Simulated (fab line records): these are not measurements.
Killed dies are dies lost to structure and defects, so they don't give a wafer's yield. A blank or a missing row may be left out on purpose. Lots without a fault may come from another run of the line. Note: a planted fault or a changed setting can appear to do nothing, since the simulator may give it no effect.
Chamber matching	flow n5Finfet	4 sister chambers for N5_BEOL_M1_STRIP_36 on rieDiel-02
The step strips in N2/H2. 8 wafers are shown with their chamber, then 8 later ones without.

== WAFERS, EACH WITH ITS CHAMBER ==
wafer	chamber	drypumpMotorCurrentA (A)	showerheadPlenumPTorr (Torr)
L078.4	0	5.0	2.61
L078.5	2	5.6	2.63
L085.3	3	6.0	2.39
L085.6	0	5.0	2.60
L090.4	3	6.0	2.39
L090.5	1	6.4	2.42
L090.6	2	5.5	2.62
L092.3	1	6.4	2.42

== WAFERS WITH NO CHAMBER GIVEN ==
wafer	drypumpMotorCurrentA (A)	showerheadPlenumPTorr (Torr)
L092.4	6.4	2.42
L092.5	5.6	2.62
L095.2	6.0	2.38
L095.3	5.6	2.62
L095.6	5.0	2.60
L097.1	6.4	2.42
L097.2	5.6	2.62
L097.4	5.0	2.60

== WHICH CHAMBER EACH WENT THROUGH ==
wafer	from the rows above	in truth
L092.4	1	1
L092.5	2	2
L095.2	3	3
L095.3	2	2
L095.6	0	0
L097.1	1	1
L097.2	2	2
L097.4	0	0
Correct placement for 8 of the 8. Can't be placed from these rows: 0. 0 placed wrongly.
How it was worked out, from the rows above alone: a wafer's distance from a chamber is the root of the sum, over the readings, of the square of ((its reading less the chamber's mean) divided by the reading's scatter). If the next closest chamber is less than 2 further off than the closest, the wafer can't be placed; otherwise it belongs to the closest. A chamber's mean is the mean of its shown wafers. The scatter is the square root of a quotient: the sum, over the shown wafers, of each reading's squared deviation from its chamber's mean, divided by wafers minus chambers.
